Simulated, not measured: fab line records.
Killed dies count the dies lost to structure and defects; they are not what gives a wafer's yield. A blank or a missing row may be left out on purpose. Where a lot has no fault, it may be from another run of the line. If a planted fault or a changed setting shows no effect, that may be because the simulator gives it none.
Which of the tools did it? / flow n5 finfet / 24 lots, 72 wafers sampled, at 6 steps of a route of 1938

WHAT THE GAUGES READ, wafer by wafer
N5_BEOL_M5_OVL_MEAS_29. Usual: V4_OVL typically reads -0.1 nm, with standard deviation 0.78.
lot=L074; measured=day 8 17:25; on=overlay-02; V4_OVL (nm)=-0.3 -0.7 -0.8; flag=
lot=L075; measured=day 9 03:29; on=overlay-01; V4_OVL (nm)=-0.1 0.8 2.0; flag=
lot=L076; measured=day 9 03:41; on=overlay-01; V4_OVL (nm)=0.5 -0.1 0.5; flag=
lot=L079; measured=day 9 22:04; on=overlay-02; V4_OVL (nm)=-0.7 -1.5 -0.4; flag=
lot=L077; measured=day 9 23:10; on=overlay-01; V4_OVL (nm)=-0.3 -0.3 -1.2; flag=
lot=L078; measured=day 10 02:08; on=overlay-01; V4_OVL (nm)=0.1 0.5 0.3; flag=
lot=L080; measured=day 10 22:24; on=overlay-01; V4_OVL (nm)=-1.3 -0.6 -1.5; flag=
lot=L082; measured=day 11 04:44; on=overlay-01; V4_OVL (nm)=-0.5 0.2 0.2; flag=
lot=L081; measured=day 11 04:34; on=overlay-01; V4_OVL (nm)=-0.2 0.5 0.2; flag=
lot=L084; measured=day 11 12:21; on=overlay-01; V4_OVL (nm)=0.2 -0.5 0.2; flag=
lot=L086; measured=day 11 15:43; on=overlay-02; V4_OVL (nm)=-0.2 -1.0 0.4; flag=
lot=L085; measured=day 12 09:44; on=overlay-02; V4_OVL (nm)=0.7 0.3 0.4; flag=
lot=L083; measured=day 12 09:47; on=overlay-01; V4_OVL (nm)=-0.9 -0.9 -0.4; flag=
lot=L088; measured=day 12 12:38; on=overlay-01; V4_OVL (nm)=0.5 0.3 -0.3; flag=
lot=L087; measured=day 12 16:09; on=overlay-01; V4_OVL (nm)=0.7 0.3 0.7; flag=
lot=L090; measured=day 12 22:42; on=overlay-01; V4_OVL (nm)=0.3 0.4 0.2; flag=
lot=L089; measured=day 12 22:31; on=overlay-01; V4_OVL (nm)=0.6 1.3 1.8; flag=
lot=L092; measured=day 13 19:00; on=overlay-02; V4_OVL (nm)=0.1 -0.2 -1.0; flag=
lot=L091; measured=day 13 19:11; on=overlay-02; V4_OVL (nm)=0.3 -1.8 -0.4; flag=
lot=L093; measured=day 13 21:17; on=overlay-01; V4_OVL (nm)=-1.8 -1.6 -1.3; flag=
lot=L094; measured=day 14 00:53; on=overlay-02; V4_OVL (nm)=0.0 -0.1 -0.4; flag=
lot=L095; measured=day 14 07:08; on=overlay-01; V4_OVL (nm)=-0.9 -0.5 -1.1; flag=
lot=L096; measured=day 15 02:49; on=overlay-02; V4_OVL (nm)=1.2 1.4 1.2; flag=
lot=L097; measured=day 15 07:02; on=overlay-01; V4_OVL (nm)=-0.7 -1.2 -0.8; flag=

N5_BEOL_M5_INSPECT_30: inspects for defects (brightfield). Usual: raw defect count at 412, with a standard deviation of 89.
lot=L074; measured=day 8 17:29; on=defect inspect-01; raw defect count=261 410 421; flag=
lot=L075; measured=day 9 03:32; on=defect inspect-01; raw defect count=633 673 538; flag=
lot=L076; measured=day 9 03:44; on=defect inspect-01; raw defect count=373 365 405; flag=
lot=L079; measured=day 9 22:07; on=defect inspect-02; raw defect count=525 467 510; flag=
lot=L077; measured=day 9 23:13; on=defect inspect-01; raw defect count=460 372 318; flag=
lot=L078; measured=day 10 02:11; on=defect inspect-01; raw defect count=358 421 516; flag=
lot=L080; measured=day 10 22:28; on=defect inspect-02; raw defect count=388 363 381; flag=
lot=L082; measured=day 11 04:48; on=defect inspect-01; raw defect count=380 503 438; flag=
lot=L081; measured=day 11 04:37; on=defect inspect-01; raw defect count=264 381 474; flag=
lot=L084; measured=day 11 12:24; on=defect inspect-01; raw defect count=393 385 361; flag=
lot=L086; measured=day 11 15:46; on=defect inspect-01; raw defect count=324 299 406; flag=
lot=L085; measured=day 12 09:48; on=defect inspect-01; raw defect count=367 520 325; flag=
lot=L083; measured=day 12 09:51; on=defect inspect-01; raw defect count=470 628 376; flag=
lot=L088; measured=day 12 12:42; on=defect inspect-02; raw defect count=391 367 634; flag=
lot=L087; measured=day 12 16:13; on=defect inspect-01; raw defect count=316 255 387; flag=
lot=L090; measured=day 12 22:46; on=defect inspect-01; raw defect count=367 295 454; flag=
lot=L089; measured=day 12 22:35; on=defect inspect-02; raw defect count=422 345 459; flag=
lot=L092; measured=day 13 19:04; on=defect inspect-01; raw defect count=391 250 256; flag=
lot=L091; measured=day 13 19:13; on=defect inspect-01; raw defect count=418 288 594; flag=
lot=L093; measured=day 13 21:20; on=defect inspect-02; raw defect count=483 462 425; flag=
lot=L094; measured=day 14 00:57; on=defect inspect-02; raw defect count=494 448 367; flag=
lot=L095; measured=day 14 07:12; on=defect inspect-01; raw defect count=346 239 332; flag=
lot=L096; measured=day 15 02:52; on=defect inspect-01; raw defect count=572 424 430; flag=
lot=L097; measured=day 15 07:05; on=defect inspect-01; raw defect count=378 475 398; flag=

N5_BEOL_M6_CD_MEAS_11 targets a cd of 38.5 nm. Usual: cd nm at 38.6 nm, with a standard deviation of 0.46.
lot=L074; measured=day 9 03:41; on=cd sem-03; cd nm (nm)=39.2 39.8 39.4; flag=
lot=L075; measured=day 9 12:37; on=cd sem-02; cd nm (nm)=38.9 38.8 39.2; flag=
lot=L076; measured=day 9 13:56; on=cd sem-03; cd nm (nm)=38.5 38.3 38.5; flag=
lot=L079; measured=day 10 06:52; on=cd sem-03; cd nm (nm)=38.9 38.6 38.6; flag=
lot=L077; measured=day 10 10:06; on=cd sem-03; cd nm (nm)=38.3 37.9 38.4; flag=
lot=L078; measured=day 10 18:01; on=cd sem-02; cd nm (nm)=38.4 38.6 38.2; flag=
lot=L080; measured=day 11 09:15; on=cd sem-02; cd nm (nm)=38.2 38.4 39.0; flag=
lot=L082; measured=day 11 14:19; on=cd sem-01; cd nm (nm)=38.3 38.5 38.0; flag=
lot=L081; measured=day 11 19:29; on=cd sem-01; cd nm (nm)=38.6 38.4 38.8; flag=
lot=L084; measured=day 11 22:17; on=cd sem-02; cd nm (nm)=37.7 38.7 38.3; flag=
lot=L086; measured=day 12 02:47; on=cd sem-03; cd nm (nm)=39.4 39.0 38.7; flag=
lot=L085; measured=day 12 23:21; on=cd sem-02; cd nm (nm)=38.6 38.3 38.1; flag=
lot=L083; measured=day 12 23:31; on=cd sem-01; cd nm (nm)=38.3 38.6 38.7; flag=
lot=L088; measured=day 12 23:52; on=cd sem-02; cd nm (nm)=38.8 38.4 38.3; flag=
lot=L087; measured=day 13 05:25; on=cd sem-03; cd nm (nm)=38.8 39.1 38.5; flag=
lot=L090; measured=day 13 08:50; on=cd sem-03; cd nm (nm)=39.2 38.6 39.0; flag=
lot=L089; measured=day 13 08:35; on=cd sem-02; cd nm (nm)=38.8 38.4 39.1; flag=
lot=L092; measured=day 14 05:53; on=cd sem-02; cd nm (nm)=38.7 38.3 38.8; flag=
lot=L091; measured=day 14 06:12; on=cd sem-01; cd nm (nm)=37.7 38.5 38.7; flag=
lot=L093; measured=day 14 07:46; on=cd sem-01; cd nm (nm)=37.8 37.9 38.0; flag=
lot=L094; measured=day 14 11:07; on=cd sem-01; cd nm (nm)=39.4 39.9 39.3; flag=
lot=L095; measured=day 14 17:26; on=cd sem-01; cd nm (nm)=38.2 38.4 38.4; flag=
lot=L096; measured=day 15 15:16; on=cd sem-01; cd nm (nm)=38.6 38.1 37.8; flag=
lot=L097; measured=day 15 18:58; on=cd sem-01; cd nm (nm)=38.1 38.6 37.8; flag=

TOOL THAT RAN EACH LOT (tool first, then ch and the chambers of the sampled wafers, then the start)
lot=L074; N5_BEOL_M5_STRIP_19=rie diel-03 ch 0,2,3, day 8 16:44; N5_BEOL_M5_SURFACE_TREAT_87=pvd sputter-02, day 8 20:29; N5_BEOL_M6_CURE_74=uv cure-03 ch 0, day 9 02:17
lot=L075; N5_BEOL_M5_STRIP_19=rie diel-06 ch 0,1,3, day 8 21:31; N5_BEOL_M5_SURFACE_TREAT_87=pvd sputter-03, day 9 05:05; N5_BEOL_M6_CURE_74=uv cure-03 ch 0, day 9 10:59
lot=L076; N5_BEOL_M5_STRIP_19=rie diel-03 ch 0,1,2, day 8 22:54; N5_BEOL_M5_SURFACE_TREAT_87=pvd sputter-03, day 9 05:14; N5_BEOL_M6_CURE_74=uv cure-03 ch 2, day 9 12:19
lot=L079; N5_BEOL_M5_STRIP_19=rie diel-01 ch 1,2,3, day 9 19:23; N5_BEOL_M5_SURFACE_TREAT_87=pvd sputter-02, day 9 23:43; N5_BEOL_M6_CURE_74=uv cure-02 ch 1, day 10 05:39
lot=L077; N5_BEOL_M5_STRIP_19=rie diel-03 ch 0,2,3, day 9 22:41; N5_BEOL_M5_SURFACE_TREAT_87=pvd sputter-03, day 10 01:10; N5_BEOL_M6_CURE_74=uv cure-03 ch 0, day 10 07:40
lot=L078; N5_BEOL_M5_STRIP_19=rie diel-06 ch 0,3, day 10 00:25; N5_BEOL_M5_SURFACE_TREAT_87=pvd sputter-01, day 10 04:23; N5_BEOL_M6_CURE_74=uv cure-02 ch 0, day 10 13:51
lot=L080; N5_BEOL_M5_STRIP_19=rie diel-06 ch 1,2,3, day 10 19:13; N5_BEOL_M5_SURFACE_TREAT_87=pvd sputter-01, day 11 00:17; N5_BEOL_M6_CURE_74=uv cure-02 ch 0, day 11 06:09
lot=L082; N5_BEOL_M5_STRIP_19=rie diel-06 ch 2,3, day 11 03:07; N5_BEOL_M5_SURFACE_TREAT_87=pvd sputter-02, day 11 06:45; N5_BEOL_M6_CURE_74=uv cure-01 ch 1, day 11 13:02
lot=L081; N5_BEOL_M5_STRIP_19=rie diel-06 ch 0,1,3, day 11 03:47; N5_BEOL_M5_SURFACE_TREAT_87=pvd sputter-03, day 11 07:53; N5_BEOL_M6_CURE_74=uv cure-02 ch 0, day 11 18:18
lot=L084; N5_BEOL_M5_STRIP_19=rie diel-01 ch 0,1,3, day 11 11:43; N5_BEOL_M5_SURFACE_TREAT_87=pvd sputter-02, day 11 13:53; N5_BEOL_M6_CURE_74=uv cure-02 ch 1, day 11 19:41
lot=L086; N5_BEOL_M5_STRIP_19=rie diel-06 ch 2,3, day 11 12:25; N5_BEOL_M5_SURFACE_TREAT_87=pvd sputter-03, day 11 18:35; N5_BEOL_M6_CURE_74=uv cure-02 ch 0, day 12 00:22
lot=L085; N5_BEOL_M5_STRIP_19=rie diel-06 ch 0,1,3, day 12 07:03; N5_BEOL_M5_SURFACE_TREAT_87=pvd sputter-01, day 12 12:31; N5_BEOL_M6_CURE_74=uv cure-01 ch 1, day 12 18:19
lot=L083; N5_BEOL_M5_STRIP_19=rie diel-06 ch 0,1,3, day 12 07:21; N5_BEOL_M5_SURFACE_TREAT_87=pvd sputter-03, day 12 13:10; N5_BEOL_M6_CURE_74=uv cure-03 ch 0, day 12 18:59
lot=L088; N5_BEOL_M5_STRIP_19=rie diel-03 ch 1,2, day 12 11:21; N5_BEOL_M5_SURFACE_TREAT_87=pvd sputter-02, day 12 16:55; N5_BEOL_M6_CURE_74=uv cure-02 ch 1, day 12 22:46
lot=L087; N5_BEOL_M5_STRIP_19=rie diel-03 ch 0,1,2, day 12 14:34; N5_BEOL_M5_SURFACE_TREAT_87=pvd sputter-03, day 12 17:49; N5_BEOL_M6_CURE_74=uv cure-01 ch 1, day 13 00:06
lot=L090; N5_BEOL_M5_STRIP_19=rie diel-06 ch 2,3, day 12 17:46; N5_BEOL_M5_SURFACE_TREAT_87=pvd sputter-03, day 13 00:17; N5_BEOL_M6_CURE_74=uv cure-01 ch 1, day 13 06:11
lot=L089; N5_BEOL_M5_STRIP_19=rie diel-03 ch 0,1,2, day 12 18:16; N5_BEOL_M5_SURFACE_TREAT_87=pvd sputter-02, day 13 00:09; N5_BEOL_M6_CURE_74=uv cure-02 ch 2, day 13 05:55
lot=L092; N5_BEOL_M5_STRIP_19=rie diel-03 ch 2,3, day 13 17:34; N5_BEOL_M5_SURFACE_TREAT_87=pvd sputter-03, day 13 20:39; N5_BEOL_M6_CURE_74=uv cure-01 ch 2, day 14 02:26
lot=L091; N5_BEOL_M5_STRIP_19=rie diel-06 ch 0,1, day 13 18:20; N5_BEOL_M5_SURFACE_TREAT_87=pvd sputter-02, day 13 21:16; N5_BEOL_M6_CURE_74=uv cure-01 ch 0, day 14 03:21
lot=L093; N5_BEOL_M5_STRIP_19=rie diel-06 ch 0,1, day 13 20:50; N5_BEOL_M5_SURFACE_TREAT_87=pvd sputter-02, day 14 00:28; N5_BEOL_M6_CURE_74=uv cure-01 ch 0, day 14 06:27
lot=L094; N5_BEOL_M5_STRIP_19=rie diel-06 ch 0,1,3, day 13 21:08; N5_BEOL_M5_SURFACE_TREAT_87=pvd sputter-03, day 14 02:52; N5_BEOL_M6_CURE_74=uv cure-02 ch 0, day 14 09:17
lot=L095; N5_BEOL_M5_STRIP_19=rie diel-01 ch 1,3, day 14 06:35; N5_BEOL_M5_SURFACE_TREAT_87=pvd sputter-01, day 14 08:41; N5_BEOL_M6_CURE_74=uv cure-01 ch 0, day 14 15:09
lot=L096; N5_BEOL_M5_STRIP_19=rie diel-01 ch 0,2,3, day 15 00:19; N5_BEOL_M5_SURFACE_TREAT_87=pvd sputter-01, day 15 04:22; N5_BEOL_M6_CURE_74=uv cure-02 ch 2, day 15 10:34
lot=L097; N5_BEOL_M5_STRIP_19=rie diel-03 ch 1,2,3, day 15 03:47; N5_BEOL_M5_SURFACE_TREAT_87=pvd sputter-01, day 15 09:12; N5_BEOL_M6_CURE_74=uv cure-01 ch 2, day 15 15:34
- N5_BEOL_M5_STRIP_19: strips in O2.
- N5_BEOL_M5_SURFACE_TREAT_87
- N5_BEOL_M6_CURE_74: cures SiCOH lowk, time 240 s.

AS READ BY THE TOOLS THEMSELVES (means over the sampled wafers that have a number; for cases with no such wafer, the mark the record gives instead)
N5_BEOL_M5_STRIP_19. Usual: drypump motor current A 5.5 A, standard deviation 0.31; oes product au 0.77 a.u., standard deviation 0.074; rf vpp V 3.7 V, standard deviation 0.5; showerhead plenum p Torr 2.07 Torr, standard deviation 0.078; throttle valve pct 16.62 %, standard deviation 0.26.
lot=L074; tool=rie diel-03; drypump motor current A (A)=5.5; oes product au (a.u.)=0.72; rf vpp V (V)=3.8; showerhead plenum p Torr (Torr)=2.08; throttle valve pct (%)=16.90; flag=
lot=L075; tool=rie diel-06; drypump motor current A (A)=5.5; oes product au (a.u.)=0.83; rf vpp V (V)=3.7; showerhead plenum p Torr (Torr)=2.09; throttle valve pct (%)=16.48; flag=
lot=L076; tool=rie diel-03; drypump motor current A (A)=5.4; oes product au (a.u.)=0.74; rf vpp V (V)=4.1; showerhead plenum p Torr (Torr)=2.03; throttle valve pct (%)=16.71; flag=
lot=L079; tool=rie diel-01; drypump motor current A (A)=5.7; oes product au (a.u.)=0.72; rf vpp V (V)=3.5; showerhead plenum p Torr (Torr)=2.08; throttle valve pct (%)=16.67; flag=
lot=L077; tool=rie diel-03; drypump motor current A (A)=5.5; oes product au (a.u.)=0.71; rf vpp V (V)=4.5; showerhead plenum p Torr (Torr)=2.08; throttle valve pct (%)=16.92; flag=
lot=L078; tool=rie diel-06; drypump motor current A (A)=5.3; oes product au (a.u.)=0.82; rf vpp V (V)=4.4; showerhead plenum p Torr (Torr)=2.08; throttle valve pct (%)=16.50; flag=
lot=L080; tool=rie diel-06; drypump motor current A (A)=5.7; oes product au (a.u.)=0.79; rf vpp V (V)=3.4; showerhead plenum p Torr (Torr)=2.10; throttle valve pct (%)=16.51; flag=
lot=L082; tool=rie diel-06; drypump motor current A (A)=5.4; oes product au (a.u.)=0.73; rf vpp V (V)=3.6; showerhead plenum p Torr (Torr)=2.05; throttle valve pct (%)=16.64; flag=
lot=L081; tool=rie diel-06; drypump motor current A (A)=5.5; oes product au (a.u.)=0.81; rf vpp V (V)=4.1; showerhead plenum p Torr (Torr)=2.08; throttle valve pct (%)=16.52; flag=
lot=L084; tool=rie diel-01; drypump motor current A (A)=5.5; oes product au (a.u.)=0.74; rf vpp V (V)=3.6; showerhead plenum p Torr (Torr)=2.10; throttle valve pct (%)=16.68; flag=
lot=L086; tool=rie diel-06; drypump motor current A (A)=5.7; oes product au (a.u.)=0.75; rf vpp V (V)=3.8; showerhead plenum p Torr (Torr)=2.12; throttle valve pct (%)=16.54; flag=
lot=L085; tool=rie diel-06; drypump motor current A (A)=5.5; oes product au (a.u.)=0.80; rf vpp V (V)=3.3; showerhead plenum p Torr (Torr)=2.08; throttle valve pct (%)=16.52; flag=
lot=L083; tool=rie diel-06; drypump motor current A (A)=5.5; oes product au (a.u.)=0.80; rf vpp V (V)=4.0; showerhead plenum p Torr (Torr)=2.08; throttle valve pct (%)=16.53; flag=
lot=L088; tool=rie diel-03; drypump motor current A (A)=5.3; oes product au (a.u.)=0.72; rf vpp V (V)=3.6; showerhead plenum p Torr (Torr)=2.03; throttle valve pct (%)=16.96; flag=
lot=L087; tool=rie diel-03; drypump motor current A (A)=5.4; oes product au (a.u.)=0.72; rf vpp V (V)=3.4; showerhead plenum p Torr (Torr)=2.02; throttle valve pct (%)=16.76; flag=
lot=L090; tool=rie diel-06; drypump motor current A (A)=5.4; oes product au (a.u.)=0.72; rf vpp V (V)=3.9; showerhead plenum p Torr (Torr)=2.05; throttle valve pct (%)=16.66; flag=
lot=L089; tool=rie diel-03; drypump motor current A (A)=5.4; oes product au (a.u.)=0.72; rf vpp V (V)=3.2; showerhead plenum p Torr (Torr)=2.02; throttle valve pct (%)=16.76; flag=
lot=L092; tool=rie diel-03; drypump motor current A (A)=5.4; oes product au (a.u.)=0.79; rf vpp V (V)=3.8; showerhead plenum p Torr (Torr)=2.08; throttle valve pct (%)=17.00; flag=
lot=L091; tool=rie diel-06; drypump motor current A (A)=5.7; oes product au (a.u.)=0.84; rf vpp V (V)=3.8; showerhead plenum p Torr (Torr)=2.12; throttle valve pct (%)=16.43; flag=
lot=L093; tool=rie diel-06; drypump motor current A (A)=5.8; oes product au (a.u.)=0.85; rf vpp V (V)=3.4; showerhead plenum p Torr (Torr)=2.12; throttle valve pct (%)=16.41; flag=
lot=L094; tool=rie diel-06; drypump motor current A (A)=5.5; oes product au (a.u.)=0.79; rf vpp V (V)=4.1; showerhead plenum p Torr (Torr)=2.08; throttle valve pct (%)=16.55; flag=
lot=L095; tool=rie diel-01; drypump motor current A (A)=5.6; oes product au (a.u.)=0.71; rf vpp V (V)=3.7; showerhead plenum p Torr (Torr)=2.05; throttle valve pct (%)=16.56; flag=
lot=L096; tool=rie diel-01; drypump motor current A (A)=5.5; oes product au (a.u.)=0.82; rf vpp V (V)=3.8; showerhead plenum p Torr (Torr)=2.06; throttle valve pct (%)=16.59; flag=
lot=L097; tool=rie diel-03; drypump motor current A (A)=5.4; oes product au (a.u.)=0.78; rf vpp V (V)=4.0; showerhead plenum p Torr (Torr)=2.02; throttle valve pct (%)=16.78; flag=

N5_BEOL_M6_CURE_74. Usual: lamp power pct 52.31 %, standard deviation 0.056; wafer_temp_C_max 386.7, standard deviation 0.63.
lot=L074; tool=uv cure-03; lamp power pct (%)=52.32; wafer_temp_C_max=386.4; flag=
lot=L075; tool=uv cure-03; lamp power pct (%)=52.32; wafer_temp_C_max=386.6; flag=
lot=L076; tool=uv cure-03; lamp power pct (%)=52.39; wafer_temp_C_max=387.6; flag=
lot=L079; tool=uv cure-02; lamp power pct (%)=52.33; wafer_temp_C_max=386.5; flag=
lot=L077; tool=uv cure-03; lamp power pct (%)=52.28; wafer_temp_C_max=386.4; flag=
lot=L078; tool=uv cure-02; lamp power pct (%)=52.29; wafer_temp_C_max=385.9; flag=
lot=L080; tool=uv cure-02; lamp power pct (%)=52.29; wafer_temp_C_max=385.9; flag=
lot=L082; tool=uv cure-01; lamp power pct (%)=52.31; wafer_temp_C_max=387.8; flag=
lot=L081; tool=uv cure-02; lamp power pct (%)=52.36; wafer_temp_C_max=386.4; flag=
lot=L084; tool=uv cure-02; lamp power pct (%)=52.27; wafer_temp_C_max=386.6; flag=
lot=L086; tool=uv cure-02; lamp power pct (%)=52.29; wafer_temp_C_max=386.3; flag=
lot=L085; tool=uv cure-01; lamp power pct (%)=52.31; wafer_temp_C_max=387.5; flag=
lot=L083; tool=uv cure-03; lamp power pct (%)=52.30; wafer_temp_C_max=386.9; flag=
lot=L088; tool=uv cure-02; lamp power pct (%)=52.32; wafer_temp_C_max=385.9; flag=
lot=L087; tool=uv cure-01; lamp power pct (%)=52.34; wafer_temp_C_max=387.7; flag=
lot=L090; tool=uv cure-01; lamp power pct (%)=52.30; wafer_temp_C_max=387.3; flag=
lot=L089; tool=uv cure-02; lamp power pct (%)=52.29; wafer_temp_C_max=387.5; flag=
lot=L092; tool=uv cure-01; lamp power pct (%)=52.29; wafer_temp_C_max=386.1; flag=
lot=L091; tool=uv cure-01; lamp power pct (%)=52.32; wafer_temp_C_max=386.6; flag=
lot=L093; tool=uv cure-01; lamp power pct (%)=52.28; wafer_temp_C_max=386.7; flag=
lot=L094; tool=uv cure-02; lamp power pct (%)=52.31; wafer_temp_C_max=386.4; flag=
lot=L095; tool=uv cure-01; lamp power pct (%)=52.35; wafer_temp_C_max=386.7; flag=
lot=L096; tool=uv cure-02; lamp power pct (%)=52.28; wafer_temp_C_max=387.5; flag=
lot=L097; tool=uv cure-01; lamp power pct (%)=52.34; wafer_temp_C_max=386.3; flag=

THE ANSWER, worked out from the rows above alone
Rule: a lot counts as off when the mean over its wafers that have a number is more than 3 standard deviations away from the usual mean. A lot without any number at a reading at which 4 lots or more have one is off too. All remaining lots with rows at the step are treated as sound. Order of review: gauges by route order, followed by the tools' own readings, for which a lot's mean as printed above is used. At the first step where some lot is off, the reading lying furthest off is the one used; lots without a number count as furthest.
Across all readings shown, no lot is off: no conclusion can be drawn from this.

WHAT WAS PUT IN BY THE SIMULATOR
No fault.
